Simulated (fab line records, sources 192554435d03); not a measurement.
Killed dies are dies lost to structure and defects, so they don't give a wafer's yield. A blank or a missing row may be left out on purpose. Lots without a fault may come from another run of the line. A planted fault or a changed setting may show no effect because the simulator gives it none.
Chamber matching | flow n5_finfet | N5_BEOL_M0_SAQP_DESCUM_45 on rie_diel-06: 4 sister chambers
The step chemistry O2, time 7 s. 8 wafers are shown with their chamber, then 7 later ones without.

WAFERS WITH THEIR CHAMBER
wafer  | chamber | showerhead_plenum_p_Torr (Torr) | throttle_valve_pct (%)
L081.6 | 1       | 2.07                            | 20.49
L083.1 | 2       | 2.23                            | 20.45
L083.2 | 0       | 2.12                            | 20.04
L083.5 | 2       | 2.23                            | 20.45
L087.4 | 1       | 2.06                            | 20.51
L087.5 | 3       | 1.92                            | 20.08
L094.2 | 3       | 1.92                            | 20.10
L094.4 | 0       | 2.11                            | 20.07

WAFERS WITHOUT THEIR CHAMBER
wafer  | showerhead_plenum_p_Torr (Torr) | throttle_valve_pct (%)
L094.6 | 1.92                            | 20.11
L095.1 | 2.11                            | 20.08
L095.3 | 2.22                            | 20.48
L095.5 | 2.22                            | 20.47
L096.2 | 2.22                            | 20.48
L096.4 | 1.92                            | 20.11
L096.6 | 2.22                            | 20.49

WHICH CHAMBER EACH WENT THROUGH
wafer  | from the rows above | in truth
L094.6 | 3                   | 3
L095.1 | 0                   | 0
L095.3 | 2                   | 2
L095.5 | 2                   | 2
L096.2 | 2                   | 2
L096.4 | 3                   | 3
L096.6 | 2                   | 2
Placed correctly: 7 of 7. Can't be placed from these rows: 0. Placed wrongly: 0.
How it was worked out, from the rows above alone: a wafer's distance from a chamber is the root of the sum, over the readings, of the square of ((its reading less the chamber's mean) divided by the reading's scatter). The wafer belongs to the nearest chamber; if the next one is less than 2 further off, it can't be placed. A chamber's mean is the mean of its shown wafers. The scatter: the root of (the sum of the squares of (reading less its chamber's mean) over the shown wafers, divided by (wafers less chambers)).
